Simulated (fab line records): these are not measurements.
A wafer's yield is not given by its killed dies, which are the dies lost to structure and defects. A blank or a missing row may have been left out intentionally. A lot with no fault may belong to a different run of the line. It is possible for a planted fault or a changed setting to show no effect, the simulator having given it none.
fab line records	flow nandHarc
record: lots: 14	wafers: 42	lastDay: 33
route steps=1302 shown A_BLC@1125 A_M0@1158 A_M1@1182
lots with no fault: from the same line, run without faults
startH: the number of hours between the record's first day and the start of the first shown wafer of the lot	waitH: hours from the lot's prior step to this one	" identical to the entry in the row above	L1.1+2: several wafers, shown together as one row	- no value, or no start given	* or withheld: withheld	< > ~ a bound
route shown NAME@n: NAME is a module with steps in the file, n the number in the route of the first one	usual: mean and standard deviation over wafers with no fault	same: alike in all rows	chamber/n: place in a boat	sites: per-site readings	_std_site: standard deviation across them	_edge_site: mean of outer sites minus mean of inner sites	radiusMm: for every site, how far away it sits from the centre of the wafer	mask NAME#n: copy n	behind: the tool/chamber that last shaped the wafer	hold: the reason the lot was held/the length of the hold in hours/how it ended	device: whichever transistor did not switch (one of n, p or np)	end of line: tests run on the same wafers once the route is complete	a step given without rows: its recipe and nothing more	killed: at the first sort, the dies lost to defects and structure; wafer yield is something else	map: per-die view of a wafer (x killed, . not killed, _ where there is no die)
set.NAME: setting as actually run; set.NAME@STEP: the setting as run at that earlier step	model.NAME: the simulator's own value behind a step, which no gauge read
one table for each step of the route and one row for each wafer, over a sample of lots
services: from which hour (startH, from the record's first day; less than 0 if before it) a tool's chamber was out of use, for how many hours, and why
== steps ==
step: NHARC_A_BLC_STRIP_29
recipe: cf4FlowSccm: 150	arFlowSccm: 0	biasW: 0	chemistry: CF4
usual: cf4FlowSccm: 150.1/0.41	chamberPressureMTorr: 50.00/0.045	drypumpMotorCurrentA: 5.7/0.48	oesProductAu: 0.994/0.01	rfVppV: 59.4/0.92	showerheadPlenumPTorr: 1.77/0.079	throttleValvePct: 13.284/0.0091
lot.wafer	tool	chamber	startH	waitH	cf4FlowSccm	chamberPressureMTorr	drypumpMotorCurrentA	oesProductAu	rfHoursCounterH	rfVppV	showerheadPlenumPTorr	throttleValvePct
L695.3	rieDiel-06	1	531.67	0.1	150.6	50.00	4.9	1.001	2	58.4	1.69	13.288
L695.4	"	2	"	"	149.3	50.04	5.7	0.988	2	60.0	1.79	13.279
L695.2	"	0	"	"	150.0	49.98	5.9	0.993	2	58.3	1.88	13.289
L696.1	rieDiel-07	2	538.80	0.1	150.2	50.06	6.3	0.990	5	59.0	1.72	13.273
L696.2	"	1	"	"	150.2	50.02	6.4	0.995	5	57.5	1.79	13.292
L696.5	"	3	"	"	150.3	50.05	5.2	1.012	-	59.5	1.72	13.282
L697.2	rieDiel-06	1	539.53	0.1	150.3	50.01	5.0	1.001	3	58.3	1.69	13.274
L697.4	"	2	"	"	149.7	50.01	5.7	0.988	3	58.7	1.79	13.275
L697.6	"	1	"	"	150.4	50.05	4.9	1.000	-	58.2	1.69	13.285
L699.2	rieDiel-07	2	559.93	0.1	150.5	50.01	6.4	0.976	6	58.6	1.72	13.298
L699.1	"	0	"	"	149.4	50.06	5.4	0.984	5	58.8	1.67	13.273
L699.5	"	2	"	"	150.4	49.88	6.3	0.977	-	59.4	1.72	13.284
L701.1	rieDiel-06	0	578.88	0.1	150.5	50.03	5.9	0.992	6	58.7	1.88	13.288
L701.3	"	3	"	"	150.5	49.99	5.8	0.992	6	60.4	1.89	13.267
L701.6	"	1	"	"	150.2	49.90	4.9	1.015	-	58.0	1.69	13.281
L702.1	rieDiel-06	2	611.90	0.1	149.6	50.08	5.7	0.994	8	59.3	1.79	13.270
L702.3	"	0	"	"	149.9	50.03	6.0	0.990	8	60.1	1.88	13.289
L702.5	"	2	"	"	149.6	49.93	5.7	0.983	-	59.9	1.79	13.287
L704.3	rieDiel-07	0	613.28	0.1	149.3	49.94	5.4	1.005	10	58.2	1.67	13.273
L704.6	"	2	"	"	150.0	49.97	6.4	0.991	-	59.5	1.72	13.288
L704.5	"	3	"	"	150.8	50.01	5.2	1.007	-	60.1	1.72	13.288
L703.1	rieDiel-07	0	617.75	0.1	150.5	49.96	5.4	0.996	10	59.6	1.67	13.292
L703.2	"	1	"	"	150.1	49.95	6.4	1.000	10	58.2	1.79	13.293
L703.5	"	1	"	"	149.5	49.88	6.4	1.002	-	59.5	1.79	13.279
L705.3	rieDiel-03	2	626.99	0.1	150.3	49.97	5.8	0.990	37	57.8	1.77	13.283
L705.5	"	3	"	"	150.9	50.01	5.9	1.012	-	58.3	1.79	13.293
L705.6	"	0	"	"	149.8	49.98	5.4	0.992	-	58.5	1.68	13.283
L710.2	rieDiel-06	0	670.95	0.1	150.0	49.89	5.9	0.985	0	59.9	1.88	13.276
L710.3	"	1	"	"	150.2	50.06	4.9	0.978	-	59.6	1.69	13.282
L710.6	"	1	"	"	150.5	49.97	4.9	0.987	-	60.7	1.69	13.292
L711.2	rieDiel-06	3	698.98	0.1	149.7	50.00	5.8	0.993	1	60.6	1.89	13.279
L711.3	"	0	"	"	149.6	49.98	6.0	0.984	2	58.6	1.88	13.270
L711.6	"	3	"	"	150.2	50.00	5.8	0.975	-	60.0	1.89	13.300
L713.2	rieDiel-07	3	702.65	0.1	149.9	50.02	5.2	1.006	4	59.3	1.72	13.274
L713.3	"	0	"	"	149.5	50.03	5.4	1.006	4	57.9	1.67	13.285
L713.5	"	1	"	"	150.0	49.99	6.4	1.013	-	60.5	1.79	13.289
L716.3	rieDiel-06	3	742.89	0.1	150.0	49.95	5.8	0.990	3	59.3	1.89	13.275
L716.4	"	0	"	"	150.0	49.95	6.0	0.985	3	59.8	1.88	13.276
L716.1	"	2	"	"	150.6	50.05	5.7	0.979	3	59.8	1.78	13.287
L717.2	rieDiel-07	2	752.87	0.1	149.7	49.98	6.3	1.005	9	59.3	1.72	13.285
L717.4	"	1	"	"	150.1	49.95	6.4	1.007	10	58.9	1.79	13.292
L717.5	"	2	"	"	149.5	49.92	6.4	1.010	-	59.1	1.72	13.283
step: NHARC_A_BLC_CVD_24
recipe: targetThkA: 1500	tempC: 300	pressureTorr: 40	wf6FlowSccm: 40	h2FlowSccm: 1600	arFlowSccm: 1560	timeS: 434	material: W
usual: heaterPowerW: 486/27	throttleValvePct: 8.01/0.29
lot.wafer	tool	chamber	startH	waitH	heaterPowerW	sinceWetCleanH	throttleValvePct
L695.2	cvdW-02	1	-	-	512	70	7.81
L695.4	"	0	"	"	487	-	8.11
L695.3	"	1	"	"	509	-	7.85
L696.1	cvdW-02	0	-	-	489	77	8.04
L696.2	"	1	"	"	512	77	7.62
L696.5	"	0	"	"	499	-	8.38
L697.2	cvdW-01	0	-	-	460	-	7.83
L697.4	"	0	"	"	438	-	7.71
L697.6	"	0	"	"	455	-	7.68
L699.1	cvdW-01	0	-	-	461	1	7.90
L699.2	"	0	"	"	451	-	7.95
L699.5	"	0	"	"	450	-	7.80
L701.1	cvdW-02	0	-	-	484	117	7.88
L701.3	"	0	"	"	504	-	7.90
L701.6	"	0	"	"	490	-	8.17
L702.1	cvdW-01	0	-	-	455	53	7.78
L702.3	"	1	"	"	529	-	8.29
L702.5	"	0	"	"	456	-	8.02
L704.3	cvdW-02	0	-	-	499	-	8.03
L704.5	"	1	"	"	513	-	8.01
L704.6	"	0	"	"	493	-	8.08
L703.2	cvdW-02	1	-	-	512	156	7.95
L703.1	"	0	"	"	506	156	8.18
L703.5	"	0	"	"	504	-	8.06
L705.3	cvdW-01	1	-	-	502	-	8.42
L705.5	"	1	"	"	505	-	8.50
L705.6	"	0	"	"	457	-	7.87
L710.2	cvdW-02	0	-	-	468	28	8.27
L710.3	"	0	"	"	472	-	7.96
L710.6	"	0	"	"	464	-	7.87
L711.2	cvdW-01	0	-	-	447	140	7.81
L711.3	"	1	"	"	516	-	8.46
L711.6	"	1	"	"	511	-	8.75
L713.2	cvdW-01	0	-	-	455	143	7.81
L713.3	"	0	"	"	458	-	7.75
L713.5	"	0	"	"	460	-	7.77
L716.1	cvdW-02	1	-	-	503	100	7.78
L716.4	"	0	"	"	473	-	8.05
L716.3	"	1	"	"	497	-	7.71
L717.2	cvdW-01	1	-	-	517	13	8.16
L717.4	"	1	"	"	528	-	8.31
L717.5	"	0	"	"	436	-	7.79
step: NHARC_A_M0_PVD_20
recipe: targetThkA: 50	biasV: 168.6	powerW: 15000	chamberPressurePa: 0.12	timeS: 8.06	substrateTempC: 50	material: TaN
usual: biasV: 168.5/1.8	cathodeDcPowerW: 15000/2.6	throttleValvePct: 30.4/0.89
lot.wafer	tool	chamber	startH	waitH	biasV	cathodeDcPowerW	throttleValvePct
L695.4	pvdSputter-02	-	535.79	-	170.0	15003	30.8
L695.2	"	-	"	"	168.1	15001	30.5
L695.3	"	-	"	"	170.4	15006	29.9
L696.1	pvdSputter-02	-	542.88	-	167.4	15000	30.4
L696.2	"	-	"	"	169.2	15001	30.7
L696.5	"	-	"	"	163.6	15001	30.9
L697.4	pvdSputter-02	-	544.15	-	170.1	14998	30.9
L697.2	"	-	"	"	167.8	15002	30.5
L697.6	"	-	"	"	167.6	14999	30.4
L699.1	pvdSputter-02	-	564.38	-	167.0	14999	30.6
L699.2	"	-	"	"	168.9	15000	30.1
L699.5	"	-	"	"	165.2	15003	30.3
L701.1	pvdSputter-03	-	582.88	-	168.0	15002	29.8
L701.3	"	-	"	"	166.3	15002	29.4
L701.6	"	-	"	"	171.4	15006	30.5
L702.1	pvdSputter-02	-	615.95	-	167.9	15001	30.6
L702.3	"	-	"	"	166.3	14993	30.5
L702.5	"	-	"	"	166.5	14997	30.7
L704.3	pvdSputter-01	-	617.31	-	167.3	15002	32.3
L704.6	"	-	"	"	166.4	14996	31.6
L704.5	"	-	"	"	163.9	15002	31.1
L703.2	pvdSputter-01	-	621.68	-	168.3	15001	30.1
L703.1	"	-	"	"	170.4	15000	31.4
L703.5	"	-	"	"	168.4	15001	30.3
L705.3	pvdSputter-01	-	630.93	-	165.6	14996	31.9
L705.5	"	-	"	"	167.7	15004	32.1
L705.6	"	-	"	"	165.4	15000	31.1
L710.3	pvdSputter-01	-	675.13	-	169.7	15001	31.1
L710.2	"	-	"	"	169.9	14997	28.9
L710.6	"	-	"	"	167.8	15001	31.9
L711.3	pvdSputter-02	-	703.01	-	-	-	-
L711.2	"	-	"	"	-	-	-
L711.6	"	-	"	"	-	-	-
L713.2	pvdSputter-03	-	706.67	-	-	-	-
L713.3	"	-	"	"	-	-	-
L713.5	"	-	"	"	-	-	-
L716.4	pvdSputter-01	-	746.92	-	169.2	14999	31.1
L716.1	"	-	"	"	172.2	15003	28.6
L716.3	"	-	"	"	167.3	15001	32.3
L717.4	pvdSputter-02	-	757.09	-	168.8	15002	30.0
L717.2	"	-	"	"	168.3	15005	31.4
L717.5	"	-	"	"	169.8	14995	30.2
step: NHARC_A_M1_DESCUM_14
recipe: timeS: 3	o2FlowSccm: 200	arFlowSccm: 0	biasPowerW: 0	chemistry: O2
usual: chamberPressureMTorr: 59.99/0.063	drypumpMotorCurrentA: 5.8/0.39	oesProductAu: 0.997/0.01	rfVppV: 57.7/0.84	showerheadPlenumPTorr: 1.89/0.06	throttleValvePct: 11.311/0.0096
lot.wafer	tool	chamber	startH	waitH	chamberPressureMTorr	drypumpMotorCurrentA	oesProductAu	rfHoursCounterH	rfVppV	showerheadPlenumPTorr	throttleValvePct
L695.4	rieDiel-05	1	538.81	0.1	60.00	5.6	0.996	8	56.9	1.90	11.310
L695.2	"	3	"	"	59.99	5.9	1.002	8	57.8	1.82	11.300
L695.3	"	0	"	"	59.82	5.3	0.991	8	56.9	1.78	11.308
L696.1	rieDiel-05	1	545.95	0.1	59.95	5.6	0.994	8	57.6	1.90	11.297
L696.2	"	0	"	"	60.07	5.3	0.999	9	56.1	1.78	11.307
L696.5	"	1	"	"	59.93	5.6	0.989	-	58.3	1.90	11.310
L697.4	rieDiel-05	3	547.03	0.1	60.04	5.9	0.989	8	58.1	1.82	11.312
L697.2	"	0	"	"	59.99	5.4	0.997	9	57.2	1.78	11.313
L697.6	"	2	"	"	59.99	6.2	1.002	-	57.9	1.94	11.319
L699.2	rieDiel-05	2	567.41	0.1	59.87	6.2	0.983	10	58.0	1.94	11.302
L699.1	"	0	"	"	60.05	5.3	0.995	10	56.7	1.78	11.310
L699.5	"	1	"	"	60.05	5.6	1.003	-	57.9	1.90	11.314
L701.3	rieDiel-08	0	585.90	0.1	60.08	6.3	0.989	1	57.5	1.94	11.316
L701.1	"	2	"	"	59.91	5.1	1.005	0	57.6	1.93	11.317
L701.6	"	0	"	"	59.98	6.3	1.005	-	57.7	1.94	11.310
L702.1	rieDiel-05	1	618.98	0.1	59.93	5.6	0.996	1	58.4	1.90	11.313
L702.3	"	0	"	"	60.02	5.3	1.010	1	57.2	1.78	11.318
L702.5	"	2	"	"	60.08	6.2	1.002	-	57.3	1.94	11.334
L704.3	rieDiel-08	2	620.35	0.1	60.00	5.1	0.993	1	58.5	1.93	11.305
L704.6	"	1	"	"	60.01	6.1	1.002	-	57.8	1.85	11.332
L704.5	"	2	"	"	60.10	5.1	1.006	-	57.3	1.93	11.333
L703.1	rieDiel-05	2	624.81	0.1	60.00	6.2	1.000	1	58.2	1.94	11.320
L703.2	"	3	"	"	60.08	5.9	1.013	1	56.8	1.82	11.303
L703.5	"	1	"	"	60.00	5.6	0.994	-	58.2	1.90	11.313
L705.3	rieDiel-12	2	633.95	0.1	59.99	5.6	0.992	0	57.5	1.91	11.319
L705.5	"	1	"	"	59.94	5.8	1.003	-	56.4	1.82	11.320
L705.6	"	2	"	"	59.95	5.7	0.996	-	59.0	1.91	11.308
L710.2	rieDiel-12	1	678.12	0.1	59.92	5.8	0.987	4	59.6	1.82	11.314
L710.3	"	0	"	"	59.95	5.2	1.008	3	58.1	1.81	11.314
L710.6	"	1	"	"	59.98	5.8	0.989	-	57.6	1.82	11.304
L716.1	rieDiel-08	1	750.00	0.1	59.99	6.1	0.969	0	56.8	1.85	11.312
L716.4	"	2	"	"	60.06	5.1	0.984	0	57.2	1.93	11.299
L716.3	"	3	"	"	59.98	6.2	0.974	0	58.4	1.98	11.330
L717.4	rieDiel-05	1	760.09	0.1	59.96	5.6	0.998	9	57.8	1.90	11.320
L717.2	"	3	"	"	60.01	5.9	1.007	8	57.8	1.82	11.317
L717.5	"	1	"	"	59.99	5.6	1.002	-	56.8	1.90	11.288
== services ==
tool	chamber	startH	hours	kind
rieDiel-07	3	524.02	6.2	repair
cvdW-01	1	531.97	43.4	repair
cvdW-01	-	547.42	13.0	pm
rieDiel-05	3	564.24	1.6	repair
rieDiel-05	-	583.63	9.0	pm
rieDiel-06	1	609.44	2.8	repair
cvdW-02	-	631.00	13.0	pm
rieDiel-06	3	634.62	7.7	repair
rieDiel-06	2	636.69	6.9	repair
pvdSputter-02	-	638.02	10.0	pm
rieDiel-07	-	649.24	9.0	pm
pvdSputter-02	-	658.04	2.0	repair
rieDiel-06	3	658.72	21.6	repair
rieDiel-06	-	661.23	9.0	pm
cvdW-02	0	662.82	2.4	repair
cvdW-02	0	686.00	13.9	repair
pvdSputter-02	-	695.14	5.3	repair
cvdW-02	-	702.91	1.0	repair
rieDiel-07	2	707.56	5.1	repair
rieDiel-07	0	723.26	7.1	repair
rieDiel-05	3	724.20	3.7	repair
cvdW-01	0	727.23	17.3	repair
cvdW-01	-	728.42	13.0	pm
cvdW-02	-	757.16	1.0	repair
== key ==
firstSign: step: NHARC_A_M0_PVD_20	reading: toolRecord	direction: missing
effect none on later readings
metAt NHARC_A_M0_PVD_20
struckLots L711,L713
laterRowsLeftOut L711.2,L711.3,L711.6,L713.2,L713.3,L713.5
sortLeftOut L711.2,L711.3,L711.6,L713.2,L713.3,L713.5
notActingAt NHARC_A_BLC_STRIP_29,NHARC_A_BLC_CVD_24,NHARC_A_M1_DESCUM_14
onsetBetween 615.95 703.01
fault: kind: skippedStepWhole	tool: pvdSputter-02,pvdSputter-03	chamber: -	onsetH: 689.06	steps: NHARC_A_M0_PVD_20	scope: struckLotsOnly
sortLeftOut: the simulated sort isn't trusted on such a fault, so these wafers' sort isn't shown, and their yield isn't known
laterRowsLeftOut: the simulator's readings of these wafers behind a module that went badly wrong aren't trusted and aren't shown, but for the sort
